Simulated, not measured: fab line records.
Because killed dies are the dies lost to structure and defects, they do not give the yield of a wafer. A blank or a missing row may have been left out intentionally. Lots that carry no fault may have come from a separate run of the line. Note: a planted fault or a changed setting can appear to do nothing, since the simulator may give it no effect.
Matching of chambers + flow n5Finfet + N5_BEOL_M1_ETCH_70 on rieDiel-01: 3 sister chambers
The step etches SOC in N2/H2, target depth 80 nm, overetch 16 nm, time 120 s. 3 wafers are shown with their chamber, then 6 later ones without.

## WAFERS, EACH WITH ITS CHAMBER
| wafer  | chamber | showerheadPlenumPTorr (Torr) |
|--------|---------|------------------------------|
| L087.3 | 0       | 2.65                         |
| L088.1 | 2       | 2.47                         |
| L088.4 | 3       | 2.46                         |

## WAFERS WITHOUT THEIR CHAMBER
| wafer  | showerheadPlenumPTorr (Torr) |
|--------|------------------------------|
| L089.1 | 2.47                         |
| L089.3 | 2.65                         |
| L092.1 | 2.64                         |
| L092.2 | 2.47                         |
| L095.4 | 2.47                         |
| L095.5 | 2.47                         |

## EACH ONE'S CHAMBER
| wafer  | from the rows above | in truth |
|--------|---------------------|----------|
| L089.1 | 2                   | 2        |
| L089.3 | 0                   | 0        |
| L092.1 | 0                   | 0        |
| L092.2 | 2                   | 2        |
| L095.4 | 2                   | 2        |
| L095.5 | 2                   | 2        |
6 of 6 placed correctly. From these rows, 0 cannot be placed. Placed wrongly: 0.
How it was worked out, from the rows above alone: a wafer's distance from a chamber is the root of the sum, over the readings, of the square of ((its reading less the chamber's mean) divided by the reading's scatter). If the next closest chamber is less than 2 further off than the closest, the wafer can't be placed; otherwise it belongs to the closest. For every chamber, the mean is computed from those of its wafers that are shown. The scatter: root of mean squared gap, hidden wafer to nearest shown wafer, with one shown wafer a chamber.
